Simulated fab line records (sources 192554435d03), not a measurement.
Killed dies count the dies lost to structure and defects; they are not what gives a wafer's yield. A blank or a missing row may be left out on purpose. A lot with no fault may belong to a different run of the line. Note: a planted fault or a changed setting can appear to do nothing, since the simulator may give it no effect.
fab line records -- flow n5_finfet
record lots=7, wafers=21
route steps=1938 shown WELL_APT@25 FIN_SAQP@125 FIN_CUT@176 SD_EPI_N@288 SD_EPI_P@321 SDB@348
start_h: start of the lot's first displayed wafer, in hours after the record's first day -- wait_h: hours elapsed since this lot's preceding step -- " identical to the entry in the row above -- L1.1+2: several wafers, shown together as one row -- - no value present, or no start provided -- * or withheld: withheld -- < > ~ a bound
route shown NAME@n: a module of which the file shows steps, and the number in the route of the first -- usual: mean/standard deviation taken from wafers without a fault -- same: alike in all rows -- chamber/n: place in a boat -- sites: each site's reading -- _std_site: standard deviation of those values -- _edge_site: inner sites' mean taken away from outer sites' mean -- radius_mm: how far each site lies from the wafer's centre -- mask NAME#n: copy n -- behind: the most recent tool/chamber to have shaped the wafer -- hold: why the lot went on hold/how many hours it stayed there/how the hold came to an end -- device: which transistor (n, p or np) failed to switch -- end of line: the tests these same wafers got at the end of their route -- step lacking rows: just its recipe -- killed: dies that structure and defects cost at the first sort, which is not the same as the wafer's yield -- map: a wafer's dies, marking killed ones x, the rest . and places with no die _
set.NAME: setting as actually run; set.NAME@STEP: the setting as run at that earlier step -- model.NAME: the simulator's own value behind a step, which no gauge read
one table per step and one row per wafer, for lots whose settings were changed on purpose
## steps
# step N5_WELL_APT_PEB_06
# recipe peb_temp_c=130, peb_time_s=90
lot.wafer,tool,chamber,start_h,wait_h,set.peb_time_s
L076.1+2+3,litho_track-02,0,25.57,0.1,90
L077.1+6,litho_track-02,0,31.59,0.1,90
L077.4,litho_track-02,0,31.59,0.1,108.6
L080.2+3,litho_track-05,0,49.49,0.0,70.2
L080.5,litho_track-05,0,49.49,0.0,90
L083.2+6,litho_track-02,0,67.54,0.0,99.85
L083.4,litho_track-02,0,67.54,0.0,90
L084.2+4+6,litho_track-04,0,73.74,0.0,90
L093.1+2+4,litho_track-04,0,127.69,0.1,90
L094.2+3+4,litho_track-05,0,133.62,0.0,90
# step N5_WELL_APT_DEVELOP_07
# recipe develop_time_s=45, rinse_liquid=surfactant_rinse, dry=air_spin, dev_temp_c=21
# step N5_WELL_APT_HARDBAKE_12
# recipe temp_c=130, time_s=120
# step N5_WELL_APT_CD_MEAS_08
# recipe target_cd_nm=200, landing_energy_ev=500, detector=se_inlens
# usual cd_nm=199.8/1.7
lot.wafer,tool,chamber,start_h,wait_h,set.peb_time_s@WELL_APT_PEB_06,cd_nm
L076.1,cd_sem-01,0,25.69,-,90,202.0
L076.2,cd_sem-01,0,25.69,-,90,199.0
L076.3,cd_sem-01,0,25.69,-,90,198.6
L077.1,cd_sem-01,0,31.71,-,90,201.8
L077.4,cd_sem-01,0,31.71,-,108.6,207.6
L077.6,cd_sem-01,0,31.71,-,90,200.3
L080.2,cd_sem-02,0,49.61,-,70.2,190.2
L080.3,cd_sem-02,0,49.61,-,70.2,192.3
L080.5,cd_sem-02,0,49.61,-,90,200.0
L083.2,cd_sem-03,0,67.66,-,99.85,206.1
L083.4,cd_sem-03,0,67.66,-,90,201.8
L083.6,cd_sem-03,0,67.66,-,99.85,204.6
L084.2,cd_sem-03,0,73.85,-,90,201.0
L084.4,cd_sem-03,0,73.85,-,90,199.2
L084.6,cd_sem-03,0,73.85,-,90,198.8
L093.1,cd_sem-03,0,127.81,-,90,197.6
L093.2,cd_sem-03,0,127.81,-,90,197.7
L093.4,cd_sem-03,0,127.81,-,90,198.9
L094.2,cd_sem-03,0,133.74,-,90,197.7
L094.3,cd_sem-03,0,133.74,-,90,199.0
L094.4,cd_sem-03,0,133.74,-,90,196.6
# step N5_WELL_APT_DESCUM_13
# recipe chemistry=O2, time_s=7.9, source_power_w=50, bias_power_w=20, pressure_mtorr=20, rf_frequency_hz=2.712e+07, temp_c=40, o2_flow_sccm=225
lot.wafer,tool,chamber,start_h,wait_h,set.peb_time_s@WELL_APT_PEB_06,model.WELL_APT.cd_nm
L076.1,rie_diel-01,0,25.78,0.0,90,201.9
L076.2,rie_diel-01,2,25.78,0.0,90,199
L076.3,rie_diel-01,3,25.78,0.0,90,198.9
L077.1,rie_diel-01,0,31.79,0.0,90,202
L077.4,rie_diel-01,2,31.79,0.0,108.6,207.5
L077.6,rie_diel-01,2,31.79,0.0,90,200.3
L080.2,rie_diel-02,3,49.69,0.0,70.2,190.1
L080.3,rie_diel-02,1,49.69,0.0,70.2,192.2
L080.5,rie_diel-02,0,49.69,0.0,90,199.9
L083.2,rie_diel-02,2,67.74,0.0,99.85,205.6
L083.4,rie_diel-02,0,67.74,0.0,90,201.7
L083.6,rie_diel-02,3,67.74,0.0,99.85,204.7
L084.2,rie_diel-01,3,74.53,0.6,90,201.1
L084.4,rie_diel-01,0,74.53,0.6,90,198.6
L084.6,rie_diel-01,3,74.53,0.6,90,199
L093.1,rie_diel-01,1,128.17,0.3,90,197.5
L093.2,rie_diel-01,3,128.17,0.3,90,197.9
L093.4,rie_diel-01,2,128.17,0.3,90,198.9
L094.2,rie_diel-02,2,133.82,0.0,90,197.4
L094.3,rie_diel-02,0,133.82,0.0,90,199.3
L094.4,rie_diel-02,3,133.82,0.0,90,196.7
# step N5_FIN_SAQP_SPACER1_ALD_24
# recipe material=SiO2, target_thk_a=203, temp_c=300, ald_precursor_family=BDEAS, ald_co_reactant=O2-plasma, pulse_time_s=1, purge_time_s=2, co_reactant_purge_time_s=2, ald_cycles=218, pressure_torr=2
lot.wafer,tool,chamber,start_h,wait_h,set.temp_c
L076.1,ald_sin-03,0,34.95,0.3,300
L076.2+3,ald_sin-03,"3,1",34.95,0.3,291.2
L077.1,ald_sin-03,2,40.50,0.3,300
L077.4+6,ald_sin-03,3,40.50,0.3,287
L080.2,ald_sin-02,1,60.25,1.4,300
L080.3+5,ald_sin-02,"2,0",60.25,1.4,287
L083.2+4+6,ald_sin-03,"0,2,0",76.41,0.4,288.5
L084.2+4,ald_sin-03,"0,3",83.54,0.3,288.4
L084.6,ald_sin-03,1,83.54,0.3,300
L093.1+2,ald_sin-02,"1,2",137.31,0.3,300
L093.4,ald_sin-02,0,137.31,0.3,309.3
L094.2+3+4,ald_sin-01,"1,2,3",143.10,0.6,300
# step N5_FIN_SAQP_SPACER1_ETCHBACK_25
# recipe chemistry=CHF3/O2, mode=anisotropic_etchback, target=SiO2, target_depth_a=244, time_s=12.2, pressure_mtorr=30, source_w=650, bias_w=170, Ar_flow_sccm=200, CHF3_flow_sccm=50, O2_flow_sccm=5, ion_energy_ev=200
# step N5_FIN_SAQP_MANDREL1_REMOVE_56
# recipe chemistry=HBr/Cl2/O2, bt_time_s=10, target=a-Si, stop_on=SiNx, endpoint=OES-SiCl, over_etch_frac=1, icp_w=600, bias_w=22, HBr_flow_sccm=150, Cl2_flow_sccm=80, O2_flow_sccm=5, pressure_mtorr=10
lot.wafer,tool,chamber,start_h,wait_h,set.temp_c@FIN_SAQP_SPACER1_ALD_24,model.FIN_SAQP.cd_nm
L076.1,rie_si-04,3,35.75,0.1,300,20.4
L076.2,rie_si-04,1,35.75,0.1,291.2,20.8
L076.3,rie_si-04,2,35.75,0.1,291.2,20.6
L077.1,rie_si-04,1,41.30,0.1,300,20
L077.4+6,rie_si-04,3,41.30,0.1,287,21.2
L080.2,rie_si-01,1,61.10,0.1,300,20.4
L080.3+5,rie_si-01,"0,3",61.10,0.1,287,21.2
L083.2,rie_si-05,2,77.25,0.1,288.5,21.4
L083.4,rie_si-05,0,77.25,0.1,288.5,20.8
L083.6,rie_si-05,0,77.25,0.1,288.5,21
L084.2,rie_si-05,0,84.35,0.1,288.4,21
L084.4,rie_si-05,2,84.35,0.1,288.4,21.2
L084.6,rie_si-05,0,84.35,0.1,300,20
L093.1+2,rie_si-04,"3,0",138.12,0.1,300,20.4
L093.4,rie_si-04,1,138.12,0.1,309.3,20
L094.2+4,rie_si-04,"2,0",143.98,0.1,300,20.2
L094.3,rie_si-04,3,143.98,0.1,300,20.4
# step N5_FIN_SAQP_CD_MEAS_27
# recipe target_cd_nm=20, landing_energy_ev=1000, detector=se_inlens, polarity=line
# usual cd_nm=20.25/0.23
lot.wafer,tool,chamber,start_h,wait_h,set.temp_c@FIN_SAQP_SPACER1_ALD_24,cd_nm
L076.1,cd_sem-01,0,35.86,0.1,300,20.42
L076.2,cd_sem-01,0,35.86,0.1,291.2,20.96
L076.3,cd_sem-01,0,35.86,0.1,291.2,20.76
L077.1,cd_sem-01,0,41.41,0.1,300,19.67
L077.4,cd_sem-01,0,41.41,0.1,287,21.22
L077.6,cd_sem-01,0,41.41,0.1,287,21.30
L080.2,cd_sem-01,0,61.21,0.1,300,20.05
L080.3,cd_sem-01,0,61.21,0.1,287,21.47
L080.5,cd_sem-01,0,61.21,0.1,287,21.28
L083.2,cd_sem-01,0,77.37,0.1,288.5,21.29
L083.4,cd_sem-01,0,77.37,0.1,288.5,21.10
L083.6,cd_sem-01,0,77.37,0.1,288.5,21.12
L084.2,cd_sem-02,0,84.46,0.1,288.4,21.10
L084.4,cd_sem-02,0,84.46,0.1,288.4,20.99
L084.6,cd_sem-02,0,84.46,0.1,300,19.81
L093.1,cd_sem-03,0,138.23,0.1,300,20.20
L093.2,cd_sem-03,0,138.23,0.1,300,20.19
L093.4,cd_sem-03,0,138.23,0.1,309.3,19.76
L094.2,cd_sem-02,0,144.10,0.1,300,20.22
L094.3,cd_sem-02,0,144.10,0.1,300,20.18
L094.4,cd_sem-02,0,144.10,0.1,300,20.00
# step N5_FIN_CUT_CUT_ETCH_15
# recipe chemistry=HBr/Cl2/O2, target=Si, target_depth_a=1000, bt_time_s=10, mask_material=SOC, time_s=42.4, ion_energy_ev=*, bias_w=*, pressure_mtorr=10, icp_w=800, HBr_flow_sccm=150, Cl2_flow_sccm=80, O2_flow_sccm=12
lot.wafer,tool,chamber,start_h,wait_h,set.bias_w,model.FIN_CUT.feature_depth_nm,model.etch.depth_nm,model.SOC_of_FIN_CUT_COAT_18.thk_nm
L076.1,rie_si-02,3,39.23,0.1,*,101.8,101.8,168.4
L076.2,rie_si-02,0,39.23,0.1,*,100.4,100.3,169.8
L076.3,rie_si-02,2,39.23,0.1,*,98.8,98.84,171.6
L077.1,rie_si-06,1,44.92,0.1,*,101.8,101.7,170.2
L077.4,rie_si-06,0,44.92,0.1,*,101.6,101.5,170.4
L077.6,rie_si-06,3,44.92,0.1,*,101.4,101.3,171.4
L080.2,rie_si-03,0,64.45,0.1,*,102.6,102.5,169.8
L080.3,rie_si-03,3,64.45,0.1,*,93.4,93.44,174
L080.5,rie_si-03,3,64.45,0.1,*,94.8,94.84,173.6
L083.2,rie_si-03,2,80.94,0.1,*,102,102.1,170.4
L083.4,rie_si-03,1,80.94,0.1,*,100.8,100.8,170.8
L083.6,rie_si-03,2,80.94,0.1,*,103,102.9,170
L084.2,rie_si-02,1,88.99,0.1,*,101.4,101.4,169.6
L084.4,rie_si-02,0,88.99,0.1,*,100.6,100.6,170
L084.6,rie_si-02,3,88.99,0.1,*,101.4,101.5,169.2
L093.1,rie_si-03,3,141.60,0.1,*,98.2,98.18,172.2
L093.2,rie_si-03,1,141.60,0.1,*,104.4,104.4,168.4
L093.4,rie_si-03,0,141.60,0.1,*,105.4,105.4,168.6
L094.2,rie_si-06,3,147.86,0.1,*,100.6,100.5,169.6
L094.3,rie_si-06,2,147.86,0.1,*,97.6,97.53,171.2
L094.4,rie_si-06,0,147.86,0.1,*,102.6,102.6,168.8
# step N5_SD_EPI_N_EPI_21
# recipe material=Si:P, dopant=P, temp_c=680, pressure_torr=255, time_s=690
lot.wafer,tool,chamber,start_h,wait_h,set.epi_growth_time_s,model.Si-P_of_SD_EPI_N_EPI_21.thk_nm
L076.1,epi_rpcvd-04,0,63.34,0.1,731.2,62
L076.2,epi_rpcvd-04,0,63.34,0.1,690,59.6
L076.3,epi_rpcvd-04,0,63.34,0.1,731.2,60.6
L077.1+4,epi_rpcvd-03,0,68.56,0.2,690,58.8
L077.6,epi_rpcvd-03,0,70.42,1.9,690,58.4
L080.2,epi_rpcvd-02,0,89.31,0.4,690,57.8
L080.3,epi_rpcvd-02,0,89.31,0.4,690,59
L080.5,epi_rpcvd-02,0,89.31,0.4,690,58.8
L083.2,epi_rpcvd-04,0,104.08,0.4,690,60.6
L083.4,epi_rpcvd-04,0,104.08,0.4,690,60.8
L083.6,epi_rpcvd-04,0,104.08,0.4,690,60.4
L084.2,epi_rpcvd-03,0,112.79,0.7,667.2,57
L084.4,epi_rpcvd-03,0,112.79,0.7,667.2,57.2
L084.6,epi_rpcvd-03,0,114.78,2.5,690,57.8
L093.1,epi_rpcvd-03,0,165.57,0.1,690,59.6
L093.2,epi_rpcvd-03,0,165.57,0.1,619.7,54.8
L093.4,epi_rpcvd-03,0,165.57,0.1,619.7,55.4
L094.2,epi_rpcvd-03,0,170.39,0.5,690,59
L094.3,epi_rpcvd-03,0,170.39,0.5,690,58.2
L094.4,epi_rpcvd-03,0,170.39,0.5,690,58.4
# step N5_SD_EPI_N_PRECLEAN_49
# recipe chemistry=NF3:NH3, afs_cycles=1, temp_c=30, time_s=20, sublimation_temp_c=180, sublimation_time_s=60, pressure_torr=3, rf_power_w=30
lot.wafer,tool,chamber,start_h,wait_h,set.time_s
L076.1+2+3,remote_plasma-02,0,65.16,0.0,20
L077.1+4+6,remote_plasma-02,1,70.94,0.0,20
L080.2+3+5,remote_plasma-01,0,90.88,0.1,20
L083.2+4+6,remote_plasma-02,1,105.65,0.1,20
L084.2,remote_plasma-02,0,115.46,0.1,16.06
L084.4+6,remote_plasma-02,0,115.46,0.1,20
L093.1+2+4,remote_plasma-01,0,167.39,0.0,20
L094.2+3+4,remote_plasma-02,0,172.43,0.1,20
# step N5_SD_EPI_N_LINER_46
# recipe material=SiNx, target_thk_a=30, temp_c=400, ald_precursor_family=SiH2I2, ald_co_reactant=N2/H2-plasma, pressure_torr=2
# step N5_SD_EPI_P_EPI_21
# recipe material=SiGe:B, dopant=B, temp_c=550, pressure_torr=20, ambient=H2, time_s=355
# step N5_SD_EPI_P_HM_STRIP_48
# recipe chemistry=H3PO4, temp_c=160, material=SiNx, target=SiNx, target_depth_a=30, overetch_fraction=0.3
lot.wafer,tool,chamber,start_h,wait_h,set.epi_growth_time_s@SD_EPI_N_EPI_21,model.Si-P_of_SD_EPI_N_EPI_21.thk_nm
L076.1,wet_bench-01,7,69.80,0.0,731.2,61.4
L076.2,wet_bench-01,0,69.80,0.0,690,59
L076.3,wet_bench-01,2,69.80,0.0,731.2,60
L077.1+4,wet_bench-05,"6,1",75.62,0.0,690,58.2
L077.6,wet_bench-05,5,75.62,0.0,690,57.8
L080.2,wet_bench-03,5,96.34,0.0,690,57.2
L080.3,wet_bench-03,6,96.34,0.0,690,58.4
L080.5,wet_bench-03,3,96.34,0.0,690,58.2
L083.2+6,wet_bench-01,"1,0",110.14,0.0,690,59.8
L083.4,wet_bench-01,3,110.14,0.0,690,60.2
L084.2,wet_bench-05,0,120.50,0.0,667.2,56.4
L084.4,wet_bench-05,6,120.50,0.0,667.2,56.6
L084.6,wet_bench-05,7,120.50,0.0,690,57
L093.1,wet_bench-03,5,172.97,0.0,690,59
L093.2,wet_bench-03,3,172.97,0.0,619.7,54.2
L093.4,wet_bench-03,4,172.97,0.0,619.7,54.8
L094.2,wet_bench-03,1,177.17,0.0,690,58.4
L094.3,wet_bench-03,4,177.17,0.0,690,57.6
L094.4,wet_bench-03,3,177.17,0.0,690,57.8
# step N5_SDB_COAT_03
# recipe resist=SOC, temp_c=250, time_s=60, spin_rpm=1500, resist_thk_nm=100
lot.wafer,tool,chamber,start_h,wait_h,set.spin_rpm,model.SOC_of_SDB_COAT_03.thk_nm
L076.1,litho_track-03,0,77.69,0.1,1500,100.4
L076.2,litho_track-03,0,77.69,0.1,1500,100.2
L076.3,litho_track-03,0,77.69,0.1,1583,97.6
L077.1,litho_track-05,0,82.90,0.1,1500,99.8
L077.4,litho_track-05,0,82.90,0.1,1500,100
L077.6,litho_track-05,0,82.90,0.1,1356,105.4
L080.2,litho_track-03,0,104.25,0.1,1349,105.6
L080.3,litho_track-03,0,104.25,0.1,1500,100
L080.5,litho_track-03,0,104.25,0.1,1349,105.4
L083.2,litho_track-05,0,117.49,0.1,1500,99.6
L083.4,litho_track-05,0,117.49,0.1,1429,102
L083.6,litho_track-05,0,117.49,0.1,1429,102.2
L084.2+6,litho_track-02,0,127.92,0.1,1500,99.8
L084.4,litho_track-02,0,127.92,0.1,1428,102.4
L093.1+2,litho_track-02,0,180.27,0.1,1500,100
L093.4,litho_track-02,0,180.27,0.1,1500,99.6
L094.2+3,litho_track-03,0,184.91,0.1,1500,99.6
L094.4,litho_track-03,0,184.91,0.1,1500,99.8
# step N5_SDB_COAT_04
# recipe resist=SiARC, temp_c=220, time_s=60, spin_rpm=1500, resist_thk_nm=18
lot.wafer,tool,chamber,start_h,wait_h,set.spin_rpm,model.SiARC_of_SDB_COAT_04.thk_nm
L076.1,litho_track-03,0,-,-,1368,18.8
L076.2+3,litho_track-03,0,-,-,1500,18
L077.1+6,litho_track-05,0,-,-,1375,18.8
L077.4,litho_track-05,0,-,-,1500,18
L080.2+3+5,litho_track-03,0,-,-,1342,19
L083.2+4+6,litho_track-05,0,-,-,1500,18
L084.2,litho_track-02,0,-,-,1500,18
L084.4+6,litho_track-02,0,-,-,1360,18.8
L093.1+2+4,litho_track-02,0,-,-,1500,18
L094.2+3+4,litho_track-03,0,-,-,1500,18
# step N5_SDB_COAT_05
# recipe resist=CAR-ArF, spin_rpm=1500, resist_thk_nm=90
# step N5_SDB_EBR_07
# recipe solvent=PGMEA, ebr_width_mm=1.5
# step N5_SDB_DESCUM_16
# recipe chemistry=O2, time_s=7.9, source_power_w=50, bias_power_w=20, pressure_mtorr=20, rf_frequency_hz=2.712e+07, temp_c=40, resist=CAR-ArF, o2_flow_sccm=225
# step N5_SDB_ETCH_17
# recipe chemistry=CF4, target=SiARC, target_depth_a=234, mask_material=CAR-ArF, time_s=39, ion_energy_ev=80, pressure_mtorr=40, source_w=545, bias_w=36, Ar_flow_sccm=100, cf4_flow_sccm=100, ends=cleared
# usual etch_rf_on_time_s=39.0/0.65
lot.wafer,tool,chamber,start_h,wait_h,set.spin_rpm@SDB_COAT_04,etch_rf_on_time_s,model.etch.depth_nm,model.CAR-ArF_of_SDB_COAT_05.thk_nm
L076.1,rie_diel-06,2,78.06,0.0,1368,40.3,18.85,66.6
L076.2,rie_diel-06,1,78.06,0.0,1500,38.2,17.98,67.2
L076.3,rie_diel-06,3,78.06,0.0,1500,38.5,17.99,67.4
L077.1,rie_diel-01,0,83.59,0.0,1375,41.2,18.9,66.4
L077.4,rie_diel-01,3,83.59,0.0,1500,37.7,18.09,66.8
L077.6,rie_diel-01,2,83.59,0.0,1375,40.1,18.88,66.2
L080.2,rie_diel-06,2,104.61,0.0,1342,41.5,19.01,65.8
L080.3,rie_diel-06,3,104.61,0.0,1342,41.2,18.96,65.8
L080.5,rie_diel-06,0,104.61,0.0,1342,41.8,18.95,66
L083.2,rie_diel-06,1,117.98,0.0,1500,39.4,18.01,66.8
L083.4,rie_diel-06,0,117.98,0.0,1500,40.6,18.02,66.4
L083.6,rie_diel-06,0,117.98,0.0,1500,40.4,18.03,66.4
L084.2,rie_diel-06,3,128.48,0.0,1500,38.5,17.91,67.4
L084.4,rie_diel-06,2,128.48,0.0,1360,40.9,18.85,66
L084.6,rie_diel-06,3,128.48,0.0,1360,40.4,18.84,66
L093.1,rie_diel-02,0,181.55,0.0,1500,38.6,18,67
L093.2,rie_diel-02,1,181.55,0.0,1500,38.6,17.95,67
L093.4,rie_diel-02,3,181.55,0.0,1500,38.8,17.99,66.8
L094.2,rie_diel-06,3,185.40,0.0,1500,39.3,17.96,66.6
L094.3,rie_diel-06,2,185.40,0.0,1500,39.6,18.03,66.8
L094.4,rie_diel-06,2,185.40,0.0,1500,39.3,17.99,66.8
# step N5_SDB_ETCH_18
# recipe chemistry=N2/H2, target=SOC, target_depth_a=1000, overetch_a=200, mask_material=SiARC, temp_c=40, time_s=150, ion_energy_ev=200, pressure_mtorr=30, source_w=840, bias_w=150, n2_flow_sccm=200, h2_flow_sccm=200
lot.wafer,tool,chamber,start_h,wait_h,set.spin_rpm@SDB_COAT_03,set.spin_rpm@SDB_COAT_04,model.etch.depth_nm,model.SiARC_of_SDB_COAT_04.thk_nm
L076.1,rie_diel-06,2,78.09,0.0,1500,1368,100.4,13.6
L076.2,rie_diel-06,1,78.09,0.0,1500,1500,100.2,12.6
L076.3,rie_diel-06,3,78.09,0.0,1583,1500,97.59,12.8
L077.1,rie_diel-01,0,83.62,0.0,1500,1375,99.82,13.6
L077.4,rie_diel-01,3,83.62,0.0,1500,1500,100.1,12.6
L077.6,rie_diel-01,2,83.62,0.0,1356,1375,105.4,13.6
L080.2,rie_diel-06,2,104.65,0.0,1349,1342,105.5,13.8
L080.3,rie_diel-06,3,104.65,0.0,1500,1342,99.94,13.8
L080.5,rie_diel-06,0,104.65,0.0,1349,1342,105.3,14
L083.2,rie_diel-06,1,118.02,0.0,1500,1500,99.56,12.6
L083.4,rie_diel-06,0,118.02,0.0,1429,1500,101.9,13
L083.6,rie_diel-06,0,118.02,0.0,1429,1500,102.2,13
L084.2,rie_diel-06,3,128.52,0.0,1500,1500,99.89,12.8
L084.4,rie_diel-06,2,128.52,0.0,1428,1360,102.4,13.6
L084.6,rie_diel-06,3,128.52,0.0,1500,1360,99.79,13.6
L093.1,rie_diel-02,0,181.59,0.0,1500,1500,99.92,13
L093.2,rie_diel-02,1,181.59,0.0,1500,1500,99.98,12.8
L093.4,rie_diel-02,3,181.59,0.0,1500,1500,99.65,12.6
L094.2,rie_diel-06,3,185.44,0.0,1500,1500,99.56,12.8
L094.3,rie_diel-06,2,185.44,0.0,1500,1500,99.58,12.8
L094.4,rie_diel-06,2,185.44,0.0,1500,1500,99.73,12.8
# step N5_SDB_STRIP_19
# recipe chemistry=N2/H2, temp_c=40, n2_flow_sccm=200, h2_flow_sccm=200, rf_frequency_hz=6e+07
# step N5_SDB_STRIP_21
# recipe chemistry=CF4, resist=SiARC, power_w=300, bias_power_w=75, pressure_mtorr=50, cf4_flow_sccm=150, rf_frequency_hz=6e+07
# step N5_SDB_HM_OPEN_20
# recipe chemistry=CH3F/O2, target=SiNx, mask_material=SOC, target_depth_a=240, stop_on=poly-Si, over_etch_frac=0.4, ion_energy_ev=120, pressure_mtorr=30, source_w=395, bias_w=73, Ar_flow_sccm=150, CH3F_flow_sccm=30, O2_flow_sccm=20
lot.wafer,tool,chamber,start_h,wait_h,set.spin_rpm@SDB_COAT_03,model.SOC_of_SDB_COAT_03.thk_nm
L076.1,rie_diel-06,2,78.25,0.0,1500,84.2
L076.2,rie_diel-06,1,78.25,0.0,1500,84
L076.3,rie_diel-06,3,78.25,0.0,1583,81.6
L077.1+4,rie_diel-01,"0,3",83.78,0.0,1500,83.8
L077.6,rie_diel-01,2,83.78,0.0,1356,89.6
L080.2,rie_diel-06,2,104.81,0.0,1349,89.6
L080.3,rie_diel-06,3,104.81,0.0,1500,84.2
L080.5,rie_diel-06,0,104.81,0.0,1349,90
L083.2,rie_diel-06,1,118.18,0.0,1500,83.6
L083.4,rie_diel-06,0,118.18,0.0,1429,86.4
L083.6,rie_diel-06,0,118.18,0.0,1429,87
L084.2+6,rie_diel-06,3,128.68,0.0,1500,84
L084.4,rie_diel-06,2,128.68,0.0,1428,86.6
L093.1,rie_diel-02,0,181.74,0.0,1500,84
L093.2,rie_diel-02,1,181.74,0.0,1500,84.2
L093.4,rie_diel-02,3,181.74,0.0,1500,83.6
L094.2+3,rie_diel-06,"3,2",185.60,0.0,1500,83.8
L094.4,rie_diel-06,2,185.60,0.0,1500,84
# step N5_SDB_STRIP_22
# recipe chemistry=N2/H2, power_w=1000, temp_c=250, h2_frac=0.65, overash_fraction=0.3, pressure_mtorr=withheld, n2_flow_sccm=1750, h2_flow_sccm=3250
# usual strip_time_to_endpoint_s=96.2/0.3
lot.wafer,tool,chamber,start_h,wait_h,set.spin_rpm@SDB_COAT_03,strip_time_to_endpoint_s
L076.1,plasma_asher-01,1,78.33,0.1,1500,96.4
L076.2,plasma_asher-01,0,78.33,0.1,1500,96.3
L076.3,plasma_asher-01,1,78.33,0.1,1583,93.9
L077.1,plasma_asher-01,1,83.86,0.1,1500,96.1
L077.4,plasma_asher-01,1,83.86,0.1,1500,96.0
L077.6,plasma_asher-01,1,83.86,0.1,1356,101.5
L080.2,plasma_asher-01,0,104.89,0.1,1349,101.4
L080.3,plasma_asher-01,1,104.89,0.1,1500,96.4
L080.5,plasma_asher-01,1,104.89,0.1,1349,101.8
L083.2,plasma_asher-01,0,118.26,0.1,1500,95.8
L083.4,plasma_asher-01,0,118.26,0.1,1429,98.5
L083.6,plasma_asher-01,1,118.26,0.1,1429,99.0
L084.2,plasma_asher-02,0,128.76,0.1,1500,96.3
L084.4,plasma_asher-02,1,128.76,0.1,1428,98.6
L084.6,plasma_asher-02,0,128.76,0.1,1500,96.2
L093.1,plasma_asher-02,1,181.83,0.1,1500,96.3
L093.2,plasma_asher-02,0,181.83,0.1,1500,96.3
L093.4,plasma_asher-02,0,181.83,0.1,1500,95.9
L094.2,plasma_asher-02,0,185.68,0.1,1500,96.0
L094.3,plasma_asher-02,1,185.68,0.1,1500,95.9
L094.4,plasma_asher-02,0,185.68,0.1,1500,96.1
## key
split step=N5_WELL_APT_PEB_06, setting=peb_time_s, stated=90, by=wafer
response step=N5_WELL_APT_CD_MEAS_08, reading=cd_nm, change=+0.356, per=1%, r=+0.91
response step=N5_WELL_APT_DESCUM_13, reading=model.WELL_APT.cd_nm, change=+0.351, per=1%, r=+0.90
split step=N5_FIN_SAQP_SPACER1_ALD_24, setting=temp_c, stated=300, by=wafer
response step=N5_FIN_SAQP_MANDREL1_REMOVE_56, reading=model.FIN_SAQP.cd_nm, change=-0.213, per=1%, r=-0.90
response step=N5_FIN_SAQP_CD_MEAS_27, reading=cd_nm, change=-0.283, per=1%, r=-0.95
split step=N5_FIN_CUT_CUT_ETCH_15, setting=bias_w, stated=*, by=wafer
response step=N5_FIN_CUT_CUT_ETCH_15, reading=model.FIN_CUT.feature_depth_nm, change=+0.54, per=1%, r=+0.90
response step=N5_FIN_CUT_CUT_ETCH_15, reading=model.etch.depth_nm, change=+0.538, per=1%, r=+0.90
response step=N5_FIN_CUT_CUT_ETCH_15, reading=model.SOC_of_FIN_CUT_COAT_18.thk_nm, change=-0.292, per=1%, r=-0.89
split step=N5_SD_EPI_N_EPI_21, setting=epi_growth_time_s, stated=690, by=wafer
response step=N5_SD_EPI_N_EPI_21, reading=model.Si-P_of_SD_EPI_N_EPI_21.thk_nm, change=+0.388, per=1%, r=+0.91
response step=N5_SD_EPI_P_HM_STRIP_48, reading=model.Si-P_of_SD_EPI_N_EPI_21.thk_nm, change=+0.383, per=1%, r=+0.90
split step=N5_SD_EPI_N_PRECLEAN_49, setting=time_s, stated=20, by=wafer
response none clear
split step=N5_SDB_COAT_03, setting=spin_rpm, stated=1500, by=wafer
response step=N5_SDB_COAT_03, reading=model.SOC_of_SDB_COAT_03.thk_nm, change=-0.547, per=1%, r=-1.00
response step=N5_SDB_ETCH_18, reading=model.etch.depth_nm, change=-0.546, per=1%, r=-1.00
response step=N5_SDB_HM_OPEN_20, reading=model.SOC_of_SDB_COAT_03.thk_nm, change=-0.568, per=1%, r=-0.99
response step=N5_SDB_STRIP_22, reading=strip_time_to_endpoint_s, change=*, per=1%, r=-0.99
split step=N5_SDB_COAT_04, setting=spin_rpm, stated=1500, by=wafer
response step=N5_SDB_COAT_04, reading=model.SiARC_of_SDB_COAT_04.thk_nm, change=-0.0905, per=1%, r=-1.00
response step=N5_SDB_ETCH_17, reading=etch_rf_on_time_s, change=*, per=1%, r=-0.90
response step=N5_SDB_ETCH_17, reading=model.etch.depth_nm, change=-0.0981, per=1%, r=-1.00
response step=N5_SDB_ETCH_17, reading=model.CAR-ArF_of_SDB_COAT_05.thk_nm, change=+0.1, per=1%, r=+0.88
response step=N5_SDB_ETCH_18, reading=model.SiARC_of_SDB_COAT_04.thk_nm, change=-0.101, per=1%, r=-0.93
